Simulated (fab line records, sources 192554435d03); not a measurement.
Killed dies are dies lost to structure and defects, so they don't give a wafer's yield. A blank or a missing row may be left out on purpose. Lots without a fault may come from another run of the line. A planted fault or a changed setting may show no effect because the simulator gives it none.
Chamber matching | flow n5_finfet | N5_BEOL_M1_ALD_98 on ald_sin-03: 4 sister chambers
The step deposits SiO2, target thk 2.5 nm, pulse time 1 s, co reactant pulse time 1 s. 8 wafers are shown with their chamber, then 11 later ones without.

WAFERS WITH THEIR CHAMBER
wafer  | chamber | heater_power_w (W) | susceptor_temp_C (C)
L082.1 | 0       | 72                 | 99.92
L088.1 | 2       | 86                 | 100.05
L088.2 | 3       | 83                 | 99.97
L088.3 | 0       | 73                 | 99.98
L087.3 | 1       | 57                 | 99.96
L087.4 | 3       | 87                 | 99.97
L087.5 | 1       | 59                 | 100.02
L089.1 | 2       | 86                 | 100.05

WAFERS WITHOUT THEIR CHAMBER
wafer  | heater_power_w (W) | susceptor_temp_C (C)
L089.3 | 58                 | 99.94
L089.5 | 86                 | 100.14
L094.1 | 71                 | 99.94
L094.2 | 87                 | 99.98
L094.4 | 87                 | 99.91
L095.4 | 87                 | 99.84
L095.5 | 85                 | 100.05
L095.6 | 57                 | 100.13
L096.1 | 87                 | 99.94
L096.3 | 70                 | 99.90
L096.5 | 84                 | 99.99

WHICH CHAMBER EACH WENT THROUGH
wafer  | from the rows above     | in truth
L089.3 | 1                       | 1
L089.5 | 2                       | 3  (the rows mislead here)
L094.1 | 0                       | 0
L094.2 | can't be placed: 3 or 2 | 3
L094.4 | 3                       | 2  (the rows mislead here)
L095.4 | 3                       | 3
L095.5 | 2                       | 2
L095.6 | 1                       | 1
L096.1 | 3                       | 3
L096.3 | 0                       | 0
L096.5 | can't be placed: 3 or 2 | 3
Placed correctly: 7 of 11. Can't be placed from these rows: 2 (the true chamber is among the candidates in 2). Placed wrongly: 2.
How it was worked out, from the rows above alone: a wafer's distance from a chamber is the root of the sum, over the readings, of the square of ((its reading less the chamber's mean) divided by the reading's scatter). The wafer belongs to the nearest chamber; if the next one is less than 2 further off, it can't be placed. A chamber's mean is the mean of its shown wafers. The scatter: the root of (the sum of the squares of (reading less its chamber's mean) over the shown wafers, divided by (wafers less chambers)).
